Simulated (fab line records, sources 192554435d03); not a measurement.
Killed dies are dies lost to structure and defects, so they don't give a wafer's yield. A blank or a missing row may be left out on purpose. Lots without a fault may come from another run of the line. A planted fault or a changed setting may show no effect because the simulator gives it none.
Split-lot experiment | flow n5_finfet | 7 lots, 21 wafers read, on a route of 1938 steps

THE SPLIT
At N5_BEOL_M3_COAT_67 (time 60 s, resist thk 60 nm), the setting spin_rpm was moved away from the recipe's 1500 rpm on 8 of the 21 wafers read, by -10.8% to +11.0%. The other wafers ran this setting at the recipe's value.

The reading is taken at the split's own step.

THE READING
SOC_of_BEOL_M3_COAT_67.thk_nm (the simulator's own value, which no gauge read), in nm, at N5_BEOL_M3_COAT_67 (time 60 s, resist thk 60 nm). The file gives no usual value for it. The 13 wafers here that ran the recipe average 60.1 nm, standard deviation 0.19 nm.

wafer  | tool, chamber at the split | spin_rpm as run, rpm | against the recipe | SOC_of_BEOL_M3_COAT_67.thk_nm, nm | against lot-mates on the recipe
L076.2 | litho_track-01, 0          | 1340                 | -10.7%             | 63.4                              | +3.4
L076.6 | litho_track-01, 0          | 1340                 | -10.7%             | 63.4                              | +3.4
L076.4 | litho_track-01, 0          | 1500                 | recipe             | 60                                | -
L081.2 | litho_track-01, 0          | 1500                 | recipe             | 60                                | -
L081.3 | litho_track-01, 0          | 1500                 | recipe             | 60.2                              | -
L081.5 | litho_track-01, 0          | 1665                 | +11.0%             | 57.2                              | -2.9
L083.2 | litho_track-02, 0          | 1575                 | +5.0%              | 59                                | -1.4
L083.5 | litho_track-02, 0          | 1500                 | recipe             | 60.4                              | -
L083.6 | litho_track-02, 0          | 1500                 | recipe             | 60.4                              | -
L084.1 | litho_track-02, 0          | 1500                 | recipe             | 60.4                              | -
L084.2 | litho_track-02, 0          | 1548                 | +3.2%              | 59.4                              | -1.0
L084.5 | litho_track-02, 0          | 1548                 | +3.2%              | 59.2                              | -1.2
L087.1 | litho_track-01, 0          | 1500                 | recipe             | 60                                | -
L087.6 | litho_track-01, 0          | 1500                 | recipe             | 60                                | -
L087.4 | litho_track-01, 0          | 1338                 | -10.8%             | 63.6                              | +3.6
L097.2 | litho_track-02, 0          | 1411                 | -5.9%              | 62.2                              | +2.2
L097.4 | litho_track-02, 0          | 1500                 | recipe             | 60                                | -
L097.6 | litho_track-02, 0          | 1500                 | recipe             | 60                                | -
L096.1 | litho_track-02, 0          | 1500                 | recipe             | 59.8                              | -
L096.5 | litho_track-02, 0          | 1500                 | recipe             | 60                                | -
L096.6 | litho_track-02, 0          | 1500                 | recipe             | 60                                | -

THE FIT
A straight line over all 21 wafers: SOC_of_BEOL_M3_COAT_67.thk_nm changes by -0.296 nm for each +1% of spin_rpm; r = -0.99; the points scatter about the line by 0.21 nm.
The same after taking each lot's own level away (the mean of its wafers on the recipe; 21 wafers): -0.31 nm for each +1%; r = -1.00; scatter 0.16 nm.
On that fit, the largest move of spin_rpm shifts the reading by 3.4 nm.
The lots' own levels span 59.93 to 60.40 nm, that is 2.5 times the standard deviation above.
So the lot-to-lot level changes the slope little: the two slopes agree.
Check: with one of the wafers moved furthest among these (+11.0%) left out of the fit, the line predicts -3.56 nm for it against its lot-mates. It came out at -2.9 nm against them.

OTHER SPLITS ON THESE WAFERS
These wafers also went through other splits before the reading. Each is held against what the fit with the lots' levels taken away leaves over:
other split on the same wafers   | wafers away from the commonest value | r with SOC_of_BEOL_M3_COAT_67.thk_nm (lot level and that fit taken away)
N5_BEOL_M2_ILD_DEP_00 time_s     | 6                                    | -0.11
N5_BEOL_M2_EXPOSE_08 dose_mj     | 5                                    | +0.09
N5_BEOL_M2_VIA_ETCH_34 source_w  | 2                                    | -0.62
N5_BEOL_M2_TRENCH_ETCH_37 time_s | 8                                    | -0.58

THE FILE'S OWN FIT
SOC_of_BEOL_M3_COAT_67.thk_nm changes by -0.31 nm for each +1% of spin_rpm, r = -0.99.
